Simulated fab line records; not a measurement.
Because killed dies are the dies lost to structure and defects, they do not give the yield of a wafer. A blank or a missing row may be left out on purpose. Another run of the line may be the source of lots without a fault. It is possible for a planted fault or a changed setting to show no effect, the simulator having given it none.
fab line records	flow n5-finfet
[record] lots = 24	wafers = 72	last-day = 17
route steps=1938 shown ILD0@340 SDB@358 HKMG_FIN@455
lots that met no fault: taken from a fault-free run of the same line
start-h: hours from the record's opening day to when the first of the lot's shown wafers began	wait-h: hours since the lot's step before	" unchanged from the row above	L1.1+2: a row that stands for several wafers	- no value, or no start was given	* or withheld: withheld	< > ~ a bound
route shown NAME@n: NAME is a module with steps in the file, n the number in the route of the first one	usual: mean and standard deviation over wafers with no fault	same: alike in all rows	chamber/n: place in a boat	sites: per-site readings	_std_site: standard deviation of those values	_edge_site: inner sites' mean taken away from outer sites' mean	radius-mm: for every site, how far away it sits from the centre of the wafer	mask NAME#n: copy n	behind: the tool/chamber that last shaped the wafer	hold: cause of the lot's hold/its duration in hours/its outcome	device: which transistor (n, p or np) failed to switch	end of line: the tests these same wafers got at the end of their route	for a step that has no rows: nothing shown but its recipe	killed: not the wafer's yield, but the dies lost to structure and defects at the first sort	map: a wafer's dies, marking killed ones x, the rest . and places with no die _
set.NAME: the run value of the setting; set.NAME@STEP: its run value at that earlier step	model.NAME: the simulator's own value behind a step, which no gauge read
one table for each step of the route and one row for each wafer, over a sample of lots
services: when a tool's chamber went out of use (start-h, in hours from the record's first day, below 0 if earlier), for how many hours, and the reason
[[steps]]
[step N5_ILD0_CMP_07]
[recipe] stop-on = poly-Si	material = SiO2_flowable	t-overpolish-s = 1.18	post-cmp-clean = alkaline-brush	down-force-psi = 4.1491	platen-rpm = 51.796	pad-velocity-m-s = 1.0306	target-thk-nm = 138.88
[usual] motor-current-A = 12.7/0.75
[same] t-overpolish-s = 1.18
lot.wafer	tool	chamber	start-h	wait-h	motor-current-A
L074.4	cmp-03	3	63.29	0.0	13.6
L074.2	"	0	"	"	11.9
L074.1	"	1	"	"	12.6
L075.3	cmp-02	1	70.43	0.1	11.4
L075.1	"	2	"	"	13.4
L075.4	"	3	"	"	13.2
L076.3	cmp-04	2	76.51	0.0	13.2
L076.2	"	0	"	"	12.0
L076.5	"	2	"	"	12.7
L077.2	cmp-03	0	81.86	0.0	11.7
L077.6	"	0	"	"	12.1
L077.5	"	1	"	"	12.6
L078.1	cmp-03	2	86.64	0.0	13.3
L078.5	"	2	"	"	13.3
L078.6	"	3	"	"	13.3
L079.1	cmp-02	0	92.92	0.1	13.7
L079.4	"	1	"	"	12.0
L079.3	"	2	"	"	12.6
L080.4	cmp-02	0	101.58	0.1	13.2
L080.3	"	1	"	"	12.1
L080.5	"	3	"	"	12.7
L081.1	cmp-02	0	104.10	0.1	13.1
L081.6	"	1	"	"	11.8
L081.5	"	2	"	"	13.4
L082.4	cmp-03	3	110.66	0.1	13.1
L082.3	"	0	"	"	11.6
L082.6	"	1	"	"	12.6
L083.4	cmp-02	0	116.96	0.1	13.0
L083.2	"	2	"	"	13.5
L083.5	"	3	"	"	12.5
L084.2	cmp-04	3	123.80	0.0	11.9
L084.6	"	3	"	"	12.8
L084.5	"	0	"	"	11.6
L085.4	cmp-03	0	128.83	0.0	12.1
L085.3	"	2	"	"	12.5
L085.2	"	3	"	"	13.7
L086.1	cmp-04	1	140.11	0.0	13.5
L086.4	"	2	"	"	13.2
L086.3	"	3	"	"	13.2
L087.4	cmp-04	3	141.17	0.1	12.4
L087.5	"	2	"	"	13.6
L087.6	"	3	"	"	12.3
L088.3	cmp-04	2	148.24	0.1	13.7
L088.6	"	1	"	"	13.2
L088.5	"	2	"	"	14.5
L089.4	cmp-02	2	154.38	0.0	12.9
L089.1	"	3	"	"	12.4
L089.3	"	0	"	"	13.1
L090.4	cmp-04	1	158.63	0.0	13.3
L090.1	"	2	"	"	13.1
L090.6	"	2	"	"	13.7
L091.3	cmp-04	0	164.63	0.0	11.1
L091.2	"	3	"	"	12.6
L091.5	"	0	"	"	11.4
L092.4	cmp-02	3	170.12	0.1	12.8
L092.5	"	0	"	"	12.6
L092.6	"	1	"	"	11.9
L093.4	cmp-02	0	175.47	0.0	13.2
L093.3	"	3	"	"	12.5
L093.5	"	0	"	"	12.5
L094.1	cmp-04	1	181.23	0.1	13.4
L094.4	"	3	"	"	12.2
L094.6	"	0	"	"	11.3
L095.3	cmp-02	2	186.69	0.0	12.9
L095.4	"	3	"	"	12.0
L095.1	"	0	"	"	12.6
L096.1	cmp-04	3	197.04	0.2	12.6
L096.3	"	0	"	"	11.7
L096.5	"	2	"	"	13.5
L097.4	cmp-03	0	199.13	0.1	11.9
L097.3	"	1	"	"	12.4
L097.6	"	2	"	"	13.3
[step N5_SDB_INSPECT_13]
[recipe] mode = adi	inspect-instrument = brightfield
[usual] raw-defect-count = 75/34
lot.wafer	tool	chamber	start-h	wait-h	raw-defect-count
L074.1	defect-inspect-01	-	67.26	0.0	48
L074.2	"	-	"	"	103
L074.4	"	-	"	"	88
L075.1	defect-inspect-02	-	74.34	0.0	62
L075.3	"	-	"	"	101
L075.4	"	-	"	"	211
L076.2	defect-inspect-02	-	80.77	0.0	46
L076.3	"	-	"	"	54
L076.5	"	-	"	"	51
L077.2	defect-inspect-01	-	86.09	0.0	57
L077.5	"	-	"	"	157
L077.6	"	-	"	"	117
L078.1	defect-inspect-01	-	90.72	0.0	95
L078.5	"	-	"	"	61
L078.6	"	-	"	"	48
L079.1	defect-inspect-02	-	97.57	0.8	78
L079.3	"	-	"	"	40
L079.4	"	-	"	"	105
L080.3	defect-inspect-01	-	105.78	0.0	82
L080.4	"	-	"	"	88
L080.5	"	-	"	"	121
L081.1	defect-inspect-02	-	108.24	0.0	48
L081.5	"	-	"	"	54
L081.6	"	-	"	"	147
L082.3	defect-inspect-01	-	114.67	0.0	46
L082.4	"	-	"	"	56
L082.6	"	-	"	"	58
L083.2	defect-inspect-01	-	121.02	0.0	120
L083.4	"	-	"	"	63
L083.5	"	-	"	"	77
L084.2	defect-inspect-02	-	127.76	0.0	91
L084.5	"	-	"	"	74
L084.6	"	-	"	"	82
L085.2	defect-inspect-02	-	133.15	0.0	67
L085.3	"	-	"	"	126
L085.4	"	-	"	"	75
L086.1	defect-inspect-01	-	144.21	0.0	36
L086.3	"	-	"	"	49
L086.4	"	-	"	"	55
L087.4	defect-inspect-01	-	145.09	0.0	52
L087.5	"	-	"	"	61
L087.6	"	-	"	"	70
L088.3	defect-inspect-01	-	152.16	0.0	89
L088.5	"	-	"	"	85
L088.6	"	-	"	"	75
L089.1	defect-inspect-02	-	158.35	0.0	45
L089.3	"	-	"	"	85
L089.4	"	-	"	"	34
L090.1	defect-inspect-01	-	163.40	0.0	59
L090.4	"	-	"	"	156
L090.6	"	-	"	"	85
L091.2	defect-inspect-02	-	168.70	0.0	104
L091.3	"	-	"	"	106
L091.5	"	-	"	"	110
L092.4	defect-inspect-01	-	173.98	0.0	142
L092.5	"	-	"	"	66
L092.6	"	-	"	"	122
L093.3	defect-inspect-01	-	179.48	0.0	67
L093.4	"	-	"	"	52
L093.5	"	-	"	"	78
L094.1	defect-inspect-01	-	185.49	0.0	35
L094.4	"	-	"	"	70
L094.6	"	-	"	"	67
L095.1	defect-inspect-02	-	190.96	0.0	52
L095.3	"	-	"	"	49
L095.4	"	-	"	"	113
L096.1	defect-inspect-01	-	200.91	0.0	81
L096.3	"	-	"	"	37
L096.5	"	-	"	"	50
L097.3	defect-inspect-01	-	203.14	0.0	41
L097.4	"	-	"	"	49
L097.6	"	-	"	"	53
[step N5_HKMG_FIN_STRIP_69]
[recipe] chemistry = N2/H2	power-w = 2500	temp-c = 300	h2-frac = 0.65	time-s = 360	pressure-mtorr = withheld	n2-flow-sccm = 1750	h2-flow-sccm = 3250
[usual] drypump-motor-current-A = 5.5/0.52	heater-power-w = 494/77
lot.wafer	tool	chamber	start-h	wait-h	drypump-motor-current-A	heater-power-w	rf-hours-counter-h
L074.1	plasma-asher-02	1	79.57	0.1	5.1	590	36
L074.2	"	0	"	"	5.5	469	36
L074.4	"	0	"	"	5.5	475	-
L075.1	plasma-asher-02	1	86.41	0.1	5.1	604	38
L075.3	"	0	"	"	5.5	475	-
L075.4	"	1	"	"	5.1	605	-
L076.2	plasma-asher-02	0	93.04	0.1	5.5	481	39
L076.3	"	0	"	"	5.5	472	-
L076.5	"	0	"	"	5.5	482	-
L077.2	plasma-asher-02	1	98.66	0.1	5.1	587	40
L077.5	"	0	"	"	5.5	475	-
L077.6	"	1	"	"	5.1	603	-
L078.1	plasma-asher-02	0	102.40	0.1	5.4	473	41
L078.5	"	1	"	"	5.1	598	-
L078.6	"	0	"	"	5.5	470	-
L079.1	plasma-asher-01	1	111.17	0.1	6.5	373	90
L079.3	"	1	"	"	6.5	378	-
L079.4	"	0	"	"	5.1	474	-
L080.3	plasma-asher-02	1	118.42	0.2	5.1	591	-
L080.4	"	0	"	"	5.5	477	-
L080.5	"	0	"	"	5.4	477	-
L081.1	plasma-asher-01	0	119.95	0.1	5.1	462	92
L081.5	"	1	"	"	6.5	376	-
L081.6	"	0	"	"	5.1	476	-
L082.3	plasma-asher-01	1	126.82	0.2	6.5	376	-
L082.4	"	0	"	"	5.1	479	-
L082.6	"	0	"	"	5.1	467	-
L083.2	plasma-asher-02	0	134.10	0.1	5.5	468	46
L083.4	"	0	"	"	5.5	479	-
L083.5	"	0	"	"	5.5	468	-
L084.2	plasma-asher-02	1	140.58	0.1	5.1	581	47
L084.5	"	1	"	"	5.1	609	-
L084.6	"	0	"	"	5.5	473	-
L085.2	plasma-asher-02	1	145.65	0.1	5.1	609	48
L085.3	"	1	"	"	5.1	583	-
L085.4	"	0	"	"	5.4	481	-
L086.1	plasma-asher-02	0	156.02	0.1	5.5	476	50
L086.3	"	0	"	"	5.5	465	-
L086.4	"	1	"	"	5.1	579	-
L087.4	plasma-asher-01	0	157.23	0.2	5.1	480	-
L087.5	"	1	"	"	6.5	381	-
L087.6	"	0	"	"	5.1	484	-
L088.3	plasma-asher-01	0	163.88	0.2	5.1	479	-
L088.5	"	1	"	"	6.5	379	-
L088.6	"	0	"	"	5.1	462	-
L089.1	plasma-asher-01	1	170.14	0.1	6.5	386	104
L089.3	"	1	"	"	6.5	378	-
L089.4	"	0	"	"	5.1	461	-
L090.1	plasma-asher-02	1	175.56	0.3	5.1	599	55
L090.4	"	0	"	"	5.5	470	-
L090.6	"	1	"	"	5.1	606	-
L091.2	plasma-asher-02	1	180.71	0.1	5.1	582	57
L091.3	"	0	"	"	5.5	483	-
L091.5	"	0	"	"	5.5	476	-
L092.4	plasma-asher-01	1	186.57	0.2	6.5	376	-
L092.5	"	0	"	"	5.1	478	-
L092.6	"	1	"	"	6.5	382	-
L093.3	plasma-asher-02	1	191.88	0.2	5.1	591	-
L093.4	"	0	"	"	5.5	467	-
L093.5	"	0	"	"	5.5	471	-
L094.1	plasma-asher-01	1	199.49	0.1	6.5	381	107
L094.4	"	0	"	"	5.1	485	-
L094.6	"	0	"	"	5.1	473	-
L095.1	plasma-asher-02	1	203.77	0.1	5.1	591	61
L095.3	"	1	"	"	5.1	583	-
L095.4	"	0	"	"	5.5	468	-
L096.1	plasma-asher-02	1	213.43	0.1	5.1	596	63
L096.3	"	1	"	"	5.1	594	-
L096.5	"	1	"	"	5.1	601	-
L097.3	plasma-asher-01	1	215.12	0.2	6.5	387	-
L097.4	"	0	"	"	5.1	477	-
L097.6	"	1	"	"	6.5	378	-
[step N5_HKMG_FIN_ALD_21]
[recipe] material = TiN	target-thk-a = 15	temp-c = 400	ald-precursor-family = TiCl4	ald-co-reactant = NH3	pulse-time-s = 1	purge-time-s = 3	co-reactant-purge-time-s = 2	co-reactant-pulse-time-s = 2	ald-cycles = 68	pressure-torr = 3
[usual] heater-power-w = 890/72	precursor-pulse-height-rel = 1.002/0.019	susceptor-temp-C = 399.99/0.21
lot.wafer	tool	chamber	start-h	wait-h	heater-power-w	precursor-pulse-height-rel	susceptor-temp-C
L074.1	ald-metal-01	2	79.96	0.3	921	0.980	400.16
L074.2	"	0	"	"	864	1.016	400.04
L074.4	"	2	"	"	923	1.007	400.41
L075.1	ald-metal-04	0	86.79	0.3	834	0.975	400.29
L075.3	"	2	"	"	863	1.001	399.93
L075.4	"	1	"	"	938	1.036	400.11
L076.2	ald-metal-01	2	93.42	0.3	918	1.005	400.31
L076.3	"	3	"	"	939	0.957	399.82
L076.5	"	0	"	"	861	1.028	400.23
L077.2	ald-metal-01	2	99.05	0.3	929	0.992	400.12
L077.5	"	3	"	"	929	0.983	399.84
L077.6	"	0	"	"	860	0.995	400.05
L078.1	ald-metal-04	0	102.78	0.3	845	1.019	400.00
L078.5	"	2	"	"	847	1.013	399.80
L078.6	"	1	"	"	961	0.984	400.21
L079.1	ald-metal-01	0	111.56	0.3	885	0.971	399.72
L079.3	"	1	"	"	703	1.041	400.05
L079.4	"	3	"	"	935	0.985	400.14
L080.3	ald-metal-04	2	118.69	0.1	863	1.007	399.82
L080.4	"	0	"	"	806	1.023	399.88
L080.5	"	0	"	"	814	0.997	400.26
L081.1	ald-metal-01	3	120.34	0.3	949	1.016	399.98
L081.5	"	0	"	"	880	0.997	400.49
L081.6	"	1	"	"	702	1.012	400.17
L082.3	ald-metal-04	3	127.09	0.1	904	1.003	400.17
L082.4	"	2	"	"	872	0.987	399.86
L082.6	"	3	"	"	899	0.993	399.74
L083.2	ald-metal-02	1	134.49	0.3	925	1.012	399.96
L083.4	"	2	"	"	949	1.014	399.95
L083.5	"	1	"	"	907	1.001	399.82
L084.2	ald-metal-01	3	140.97	0.3	935	1.049	399.93
L084.5	"	3	"	"	946	0.991	399.53
L084.6	"	2	"	"	885	1.003	399.84
L085.2	ald-metal-02	1	146.03	0.3	912	1.035	399.93
L085.3	"	3	"	"	986	0.996	400.66
L085.4	"	0	"	"	817	1.010	400.39
L086.1	ald-metal-02	0	156.41	0.3	798	1.024	399.95
L086.3	"	2	"	"	933	0.984	400.07
L086.4	"	1	"	"	916	1.040	399.99
L087.4	ald-metal-01	0	157.50	0.1	869	1.012	400.01
L087.5	"	3	"	"	944	1.026	399.93
L087.6	"	2	"	"	912	1.013	400.00
L088.3	ald-metal-01	3	164.14	0.1	940	1.032	400.14
L088.5	"	0	"	"	862	0.998	400.10
L088.6	"	3	"	"	911	1.005	399.89
L089.1	ald-metal-04	3	170.52	0.3	898	1.011	400.12
L089.3	"	0	"	"	809	1.011	399.77
L089.4	"	2	"	"	867	0.979	400.09
L090.1	ald-metal-01	2	175.94	0.3	933	0.985	400.22
L090.4	"	1	"	"	682	1.022	399.66
L090.6	"	0	"	"	863	1.008	400.23
L091.2	ald-metal-02	3	181.09	0.3	990	1.003	399.88
L091.3	"	1	"	"	909	0.988	399.58
L091.5	"	3	"	"	997	0.984	400.04
L092.4	ald-metal-02	1	186.83	0.1	925	1.007	399.83
L092.5	"	0	"	"	821	0.986	399.72
L092.6	"	3	"	"	985	0.978	400.15
L093.3	ald-metal-04	1	192.14	0.1	949	1.024	399.82
L093.4	"	3	"	"	929	1.018	399.83
L093.5	"	0	"	"	806	1.023	400.45
L094.1	ald-metal-04	1	199.88	0.3	934	1.001	399.99
L094.4	"	1	"	"	911	1.004	399.86
L094.6	"	0	"	"	822	0.993	399.95
L095.1	ald-metal-02	0	204.15	0.3	836	1.011	400.08
L095.3	"	3	"	"	1001	1.005	399.74
L095.4	"	2	"	"	945	1.009	399.76
L096.1	ald-metal-02	2	213.81	0.3	962	1.007	399.82
L096.3	"	0	"	"	802	0.966	399.61
L096.5	"	1	"	"	889	1.017	399.78
L097.3	ald-metal-01	1	215.39	0.1	695	1.031	399.84
L097.4	"	3	"	"	946	0.969	400.12
L097.6	"	3	"	"	951	0.998	400.12
[step N5_HKMG_FIN_ALD_72]
[recipe] material = W	target-thk-a = 20	temp-c = 300	pressure-torr = 7.5	ald-precursor-family = WF6	ald-co-reactant = B2H6	pulse-time-s = 1	purge-time-s = 2	co-reactant-purge-time-s = 2	co-reactant-pulse-time-s = 3	ald-cycles = 7
[usual] heater-power-w = 529/48	precursor-pulse-height-rel = 0.997/0.021	susceptor-temp-C = 299.98/0.2
lot.wafer	tool	chamber	start-h	wait-h	heater-power-w	precursor-pulse-height-rel	susceptor-temp-C
L074.1	cvd-w-02	1	80.32	0.2	524	0.999	299.97
L074.2	"	0	"	"	526	1.022	299.69
L074.4	"	0	"	"	525	1.028	299.78
L075.1	cvd-w-02	0	87.15	0.2	518	1.019	299.81
L075.3	"	0	"	"	519	1.006	299.88
L075.4	"	1	"	"	521	1.027	300.45
L076.2	cvd-w-02	1	93.78	0.2	525	0.961	300.13
L076.3	"	1	"	"	537	0.978	300.19
L076.5	"	0	"	"	528	1.003	299.76
L077.2	cvd-w-02	1	99.41	0.2	541	1.024	299.91
L077.5	"	0	"	"	529	0.959	299.92
L077.6	"	1	"	"	528	1.003	299.88
L078.1	cvd-w-02	1	103.14	0.2	513	1.032	300.43
L078.5	"	1	"	"	530	1.026	300.16
L078.6	"	0	"	"	548	1.007	299.94
L079.1	cvd-w-02	1	111.93	0.2	544	0.989	300.07
L079.3	"	0	"	"	527	0.979	299.77
L079.4	"	1	"	"	539	1.022	299.91
L080.3	cvd-w-02	1	119.07	0.2	521	0.963	300.00
L080.4	"	0	"	"	529	0.985	299.84
L080.5	"	0	"	"	522	0.986	300.10
L081.1	cvd-w-02	1	120.70	0.2	542	0.985	299.68
L081.5	"	0	"	"	518	1.021	300.09
L081.6	"	1	"	"	529	1.012	300.04
L082.3	cvd-w-02	1	127.49	0.2	535	1.027	300.22
L082.4	"	1	"	"	538	0.979	300.14
L082.6	"	1	"	"	527	0.996	300.08
L083.2	cvd-w-01	0	134.85	0.2	610	0.997	299.78
L083.4	"	1	"	"	459	0.981	299.73
L083.5	"	0	"	"	600	1.002	299.92
L084.2	cvd-w-02	0	141.33	0.2	535	1.036	300.06
L084.5	"	0	"	"	505	0.954	299.89
L084.6	"	1	"	"	528	0.994	299.89
L085.2	cvd-w-02	1	146.39	0.2	537	0.995	300.11
L085.3	"	0	"	"	539	1.005	300.23
L085.4	"	1	"	"	520	0.980	300.37
L086.1	cvd-w-02	1	156.77	0.2	534	1.028	299.66
L086.3	"	1	"	"	521	1.003	299.76
L086.4	"	0	"	"	532	1.028	299.94
L087.4	cvd-w-01	1	157.88	0.2	453	0.997	299.96
L087.5	"	0	"	"	602	1.001	299.87
L087.6	"	1	"	"	463	0.977	299.75
L088.3	cvd-w-02	0	164.52	0.2	536	0.969	299.91
L088.5	"	0	"	"	534	0.967	300.07
L088.6	"	1	"	"	540	1.017	299.71
L089.1	cvd-w-01	1	170.89	0.2	460	1.013	300.07
L089.3	"	0	"	"	584	0.971	300.15
L089.4	"	1	"	"	443	0.971	300.19
L090.1	cvd-w-01	0	176.30	0.2	600	0.988	299.91
L090.4	"	1	"	"	462	0.980	299.85
L090.6	"	1	"	"	444	1.003	299.83
L091.2	cvd-w-01	0	181.45	0.2	597	1.001	299.98
L091.3	"	1	"	"	446	0.988	299.68
L091.5	"	0	"	"	597	1.004	300.04
L092.4	cvd-w-01	0	187.21	0.2	585	0.982	299.46
L092.5	"	0	"	"	602	0.997	299.69
L092.6	"	1	"	"	443	0.972	300.36
L093.3	cvd-w-01	0	192.76	0.4	612	1.052	299.85
L093.4	"	1	"	"	448	1.002	300.01
L093.5	"	0	"	"	615	0.985	299.92
L094.1	cvd-w-01	0	200.24	0.2	607	0.964	300.16
L094.4	"	0	"	"	618	1.002	299.99
L094.6	"	0	"	"	603	1.016	300.08
L095.1	cvd-w-01	0	204.51	0.2	603	1.020	300.11
L095.3	"	1	"	"	466	0.963	300.37
L095.4	"	0	"	"	589	0.970	299.82
L096.1	cvd-w-01	1	214.17	0.2	458	0.977	300.23
L096.3	"	0	"	"	602	0.992	300.14
L096.5	"	1	"	"	460	1.003	300.13
L097.3	cvd-w-02	1	215.77	0.2	538	1.007	300.09
L097.4	"	0	"	"	537	1.020	300.09
L097.6	"	1	"	"	542	1.029	300.00
[step N5_HKMG_FIN_CMP_23]
[recipe] stop-on = SiNx	t-overpolish-s = 10	post-cmp-clean = rinse-only	down-force-psi = 4	platen-rpm = 50.289	pad-velocity-m-s = 1.0006	target-thk-nm = 46.326
[usual] motor-current-A = 12.3/0.89	overpolish-run-s = 10.000/0.0082	time-to-endpoint-s = 11.9/2.3
[same] t-overpolish-s = 10
lot.wafer	tool	chamber	start-h	wait-h	motor-current-A	overpolish-run-s	time-to-endpoint-s
L074.4	cmp-03	1	80.49	0.0	12.3	9.999	11.5
L074.2	"	2	"	"	12.8	10.018	12.5
L074.1	"	3	"	"	13.9	9.988	12.7
L075.1	cmp-01	1	87.32	0.0	13.1	9.991	13.0
L075.3	"	3	"	"	11.6	9.996	7.2
L075.4	"	0	"	"	11.1	10.008	13.1
L076.2	cmp-01	3	93.95	0.0	11.7	9.995	10.6
L076.3	"	0	"	"	11.1	9.996	12.6
L076.5	"	3	"	"	11.5	9.999	14.1
L077.2	cmp-01	0	99.82	0.3	11.5	10.007	13.3
L077.6	"	1	"	"	12.3	10.004	14.5
L077.5	"	2	"	"	13.3	10.005	10.2
L078.1	cmp-01	3	103.47	0.2	11.8	9.993	11.7
L078.6	"	1	"	"	12.1	10.000	15.0
L078.5	"	2	"	"	13.7	10.007	16.2
L079.4	cmp-01	1	112.18	0.1	12.5	10.004	11.7
L079.1	"	2	"	"	13.6	9.990	14.2
L079.3	"	3	"	"	11.1	10.010	10.7
L080.3	cmp-01	3	119.38	0.2	11.0	10.003	12.4
L080.4	"	0	"	"	10.5	9.996	14.1
L080.5	"	1	"	"	12.7	10.003	13.9
L081.1	cmp-01	3	120.88	0.0	11.4	9.977	12.2
L081.5	"	3	"	"	11.0	10.008	9.1
L081.6	"	0	"	"	11.1	9.991	10.4
L082.4	cmp-02	0	127.71	0.0	12.5	9.999	12.2
L082.3	"	3	"	"	11.6	9.996	8.8
L082.6	"	0	"	"	12.6	9.999	14.2
L083.4	cmp-01	2	135.19	0.1	14.0	10.012	17.2
L083.2	"	0	"	"	10.5	10.008	14.9
L083.5	"	2	"	"	13.4	9.996	13.7
L084.2	cmp-02	2	141.85	0.4	13.3	9.988	12.0
L084.6	"	3	"	"	12.1	10.001	8.2
L084.5	"	0	"	"	12.3	10.006	8.9
L085.2	cmp-03	0	146.56	0.0	11.9	10.008	11.4
L085.4	"	1	"	"	11.9	9.984	13.1
L085.3	"	3	"	"	13.3	10.009	11.1
L086.1	cmp-02	1	156.94	0.0	11.2	9.998	8.5
L086.3	"	3	"	"	11.9	9.989	7.5
L086.4	"	0	"	"	12.3	10.023	9.2
L087.4	cmp-01	0	158.19	0.2	11.3	10.009	11.0
L087.5	"	2	"	"	13.3	9.994	13.0
L087.6	"	3	"	"	11.4	9.996	11.2
L088.3	cmp-01	3	164.94	0.3	12.2	10.003	11.1
L088.5	"	0	"	"	11.1	9.992	9.8
L088.6	"	1	"	"	12.9	9.996	11.8
L089.4	cmp-01	0	171.14	0.1	11.3	10.003	9.0
L089.3	"	1	"	"	12.3	9.994	9.9
L089.1	"	2	"	"	12.8	10.010	13.2
L090.1	cmp-03	2	176.47	0.0	13.2	10.014	14.3
L090.4	"	3	"	"	12.7	9.997	14.1
L090.6	"	2	"	"	12.7	10.003	13.4
L091.3	cmp-03	3	181.74	0.1	12.7	9.998	11.2
L091.2	"	0	"	"	11.9	9.999	12.8
L091.5	"	2	"	"	13.4	10.011	13.5
L092.4	cmp-02	1	187.60	0.3	11.7	10.001	11.2
L092.5	"	2	"	"	12.7	9.994	10.2
L092.6	"	3	"	"	12.2	10.002	10.5
L093.3	cmp-02	0	193.07	0.2	13.0	9.979	10.1
L093.4	"	1	"	"	11.3	10.007	14.4
L093.5	"	2	"	"	12.8	10.004	9.5
L094.4	cmp-03	0	200.51	0.1	11.3	9.999	11.4
L094.1	"	2	"	"	13.1	9.997	12.7
L094.6	"	3	"	"	13.3	9.989	12.4
L095.1	cmp-01	2	204.75	0.1	13.3	9.994	14.0
L095.3	"	3	"	"	11.7	10.009	10.0
L095.4	"	1	"	"	12.4	10.011	10.8
L096.1	cmp-01	0	214.50	0.2	11.3	10.007	12.8
L096.3	"	1	"	"	12.5	9.999	12.3
L096.5	"	3	"	"	11.2	10.011	11.8
L097.4	cmp-03	1	215.94	0.0	13.1	10.000	12.4
L097.3	"	2	"	"	13.0	9.997	13.6
L097.6	"	1	"	"	12.4	9.998	13.9
[[services]]
tool	chamber	start-h	hours	kind
cmp-03	-	44.88	0.4	repair
cmp-04	-	44.89	4.0	pm
cmp-03	-	52.29	0.4	repair
cmp-01	-	68.29	5.6	pm
cmp-01	-	73.95	5.2	repair
ald-metal-01	1	76.68	25.5	repair
cmp-02	-	81.87	0.7	repair
cmp-02	-	84.96	2.6	repair
cmp-01	-	85.05	2.1	repair
cvd-w-02	-	113.60	1.2	repair
plasma-asher-02	-	120.23	10.0	pm
cmp-02	-	121.68	0.6	repair
cmp-03	-	122.31	4.0	pm
cmp-04	-	126.40	0.5	repair
cvd-w-02	0	127.16	7.9	repair
cmp-03	-	137.84	5.7	pm
ald-metal-01	-	144.94	6.0	pm
cmp-03	-	157.44	0.8	repair
cmp-03	-	178.16	0.6	repair
cvd-w-02	-	188.03	6.9	pm
cmp-03	-	192.81	6.1	repair
cmp-02	-	202.31	4.0	pm
cvd-w-02	-	204.42	0.8	repair
cmp-01	-	208.03	0.7	repair
[[key]]
fault none
